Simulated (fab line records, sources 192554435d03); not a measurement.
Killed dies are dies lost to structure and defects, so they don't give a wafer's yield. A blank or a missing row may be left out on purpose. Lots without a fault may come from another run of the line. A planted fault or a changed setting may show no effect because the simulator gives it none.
Which tool did it? | flow n5_finfet | 12 lots, 35 wafers sampled, at 3 steps of a route of 1938

WHAT THE GAUGES READ, wafer by wafer
N5_BEOL_M8_THK_MEAS_01. Usual: M8_ILD_THK 155.5 nm, standard deviation 2.2.
lot  | measured     | on            | M8_ILD_THK (nm)   | flag
L285 | day 10 14:08 | film_metro-01 | 154.2 153.2 155.1 |
L286 | day 10 14:56 | film_metro-01 | 152.2 154.3 154.0 |
L284 | day 10 17:19 | film_metro-02 | 154.2 152.2 156.0 |
L287 | day 11 02:58 | film_metro-02 | 152.0 154.3 155.3 |
L291 | day 12 19:10 | film_metro-01 | 157.1 156.2 157.2 |
L295 | day 14 08:46 | film_metro-02 | 151.4 154.6       |
L299 | day 15 10:21 | film_metro-02 | 155.7 157.3 156.5 |
L301 | day 16 05:28 | film_metro-02 | 150.8 151.5 152.6 |
L300 | day 16 09:35 | film_metro-01 | 151.9 152.9 155.7 |
L306 | day 16 20:44 | film_metro-01 | 152.7 155.4 157.0 |
L304 | day 16 21:08 | film_metro-01 | 158.5 158.6 158.1 |
L305 | day 17 10:44 | film_metro-02 | 154.0 157.2 156.8 |

WHICH TOOL RAN EACH LOT (tool, then ch and the chambers of the sampled wafers, then the start)
lot  | N5_BEOL_M7_SPUTTER_48        | N5_BEOL_M7_CMP_52
L285 | pvd_sputter-01, day 10 12:23 | cmp-02 ch 0,1,3, day 10 13:04
L286 | pvd_sputter-03, day 10 12:47 | cmp-01 ch 0,1, day 10 13:51
L284 | pvd_sputter-01, day 10 15:40 | cmp-02 ch 0,2, day 10 16:14
L287 | pvd_sputter-01, day 11 00:39 | cmp-02 ch 0,2,3, day 11 01:09
L291 | pvd_sputter-03, day 12 17:25 | cmp-04 ch 1,3, day 12 18:08
L295 | pvd_sputter-01, day 14 07:11 | cmp-04 ch 2,3, day 14 07:44
L299 | pvd_sputter-01, day 15 08:44 | cmp-02 ch 1,2,3, day 15 09:16
L301 | pvd_sputter-01, day 16 03:28 | cmp-01 ch 0,1, day 16 04:23
L300 | pvd_sputter-03, day 16 07:20 | cmp-01 ch 2,3, day 16 08:14
L306 | pvd_sputter-03, day 16 18:41 | cmp-01 ch 0,1,3, day 16 19:16
L304 | pvd_sputter-01, day 16 18:52 | cmp-01 ch 2,3, day 16 19:43
L305 | pvd_sputter-01, day 17 08:51 | cmp-01 ch 0,1, day 17 09:32
- N5_BEOL_M7_SPUTTER_48: material Cu, target thk 10 nm, time 1.667 s.
- N5_BEOL_M7_CMP_52: polishes, stops on SiCOH lowk, t overpolish 6.9 s, target thk 80 nm.

WHAT THE TOOLS THEMSELVES READ (means of the sampled wafers that have a number; where no wafer has one, the mark that the record gives instead)
N5_BEOL_M7_SPUTTER_48. Usual: throttle_valve_pct 29.8 %, standard deviation 1.2.
lot  | tool           | throttle_valve_pct (%) | flag
L285 | pvd_sputter-01 | 29.6                   |
L286 | pvd_sputter-03 | 30.2                   |
L284 | pvd_sputter-01 | 29.2                   |
L287 | pvd_sputter-01 | 29.3                   |
L291 | pvd_sputter-03 | 31.5                   |
L295 | pvd_sputter-01 | 29.7                   |
L299 | pvd_sputter-01 | 28.5                   |
L301 | pvd_sputter-01 | 29.7                   |
L300 | pvd_sputter-03 | 29.3                   |
L306 | pvd_sputter-03 | 29.1                   |
L304 | pvd_sputter-01 | 28.9                   |
L305 | pvd_sputter-01 | 29.6                   |

N5_BEOL_M7_CMP_52. Usual: barrier_field_endpoint_s 28.8 s, standard deviation 0.67; motor_current_A 5.8 A, standard deviation 0.65; overpolish_run_s 6.901 s, standard deviation 0.0095; time_to_endpoint_s 61.3 s, standard deviation 3.
lot  | tool   | barrier_field_endpoint_s (s) | motor_current_A (A) | overpolish_run_s (s) | time_to_endpoint_s (s) | flag
L285 | cmp-02 | 29.0                         | 5.9                 | 6.890                | 61.4                   |
L286 | cmp-01 | 29.5                         | 5.4                 | 6.897                | 63.4                   |
L284 | cmp-02 | 29.7                         | 5.9                 | 6.900                | 66.5                   |
L287 | cmp-02 | 30.3                         | 5.5                 | 6.902                | 66.2                   |
L291 | cmp-04 | 24.9                         | 5.8                 | 6.903                | 54.3                   | OFF
L295 | cmp-04 | 22.1                         | 6.2                 | 6.900                | 45.5                   | OFF
L299 | cmp-02 | 28.4                         | 5.9                 | 6.899                | 59.4                   |
L301 | cmp-01 | 28.8                         | 5.9                 | 6.898                | 65.0                   |
L300 | cmp-01 | 29.0                         | 5.1                 | 6.901                | 64.2                   |
L306 | cmp-01 | 28.2                         | 5.2                 | 6.909                | 61.8                   |
L304 | cmp-01 | 29.0                         | 5.3                 | 6.903                | 60.5                   |
L305 | cmp-01 | 29.6                         | 5.4                 | 6.901                | 63.6                   |

THE ANSWER, worked out from the rows above alone
Rule: a lot is off if the mean of its wafers that have a number lies more than 3 standard deviations from the usual mean. A lot without any number at a reading at which 4 lots or more have one is off too. The other lots that the step has rows for count as sound. The gauges are gone through in route order, then the tools' own readings, and for those a lot's mean is taken as printed above. The first step at which some lot is off is used, and at that step the reading that is off furthest; a lot without a number counts as furthest.
Off: L291, L295, at N5_BEOL_M7_CMP_52 (barrier_field_endpoint_s).
A tool fits if, at that step or a process step before it, it ran every lot that is off, and no sound lot after the first of them. One fits: cmp-04 at N5_BEOL_M7_CMP_52. It ran no sound lot before its first lot that is off in this sample, so the start can't be narrowed down.
The tool's own readings at N5_BEOL_M7_CMP_52 bear it out: on the lots that are off they differ by more than 5 times the standard deviation of the sound lots' means. barrier_field_endpoint_s reads 23.5 s there against 29.1 s on the sound lots; time_to_endpoint_s reads 49.9 s there against 63.2 s on the sound lots.

WHAT THE SIMULATOR HAD PUT IN
Process parameter drift: cmp-04, from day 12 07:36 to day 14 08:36, at N5_BEOL_M7_CMP_52. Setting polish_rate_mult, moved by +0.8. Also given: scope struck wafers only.
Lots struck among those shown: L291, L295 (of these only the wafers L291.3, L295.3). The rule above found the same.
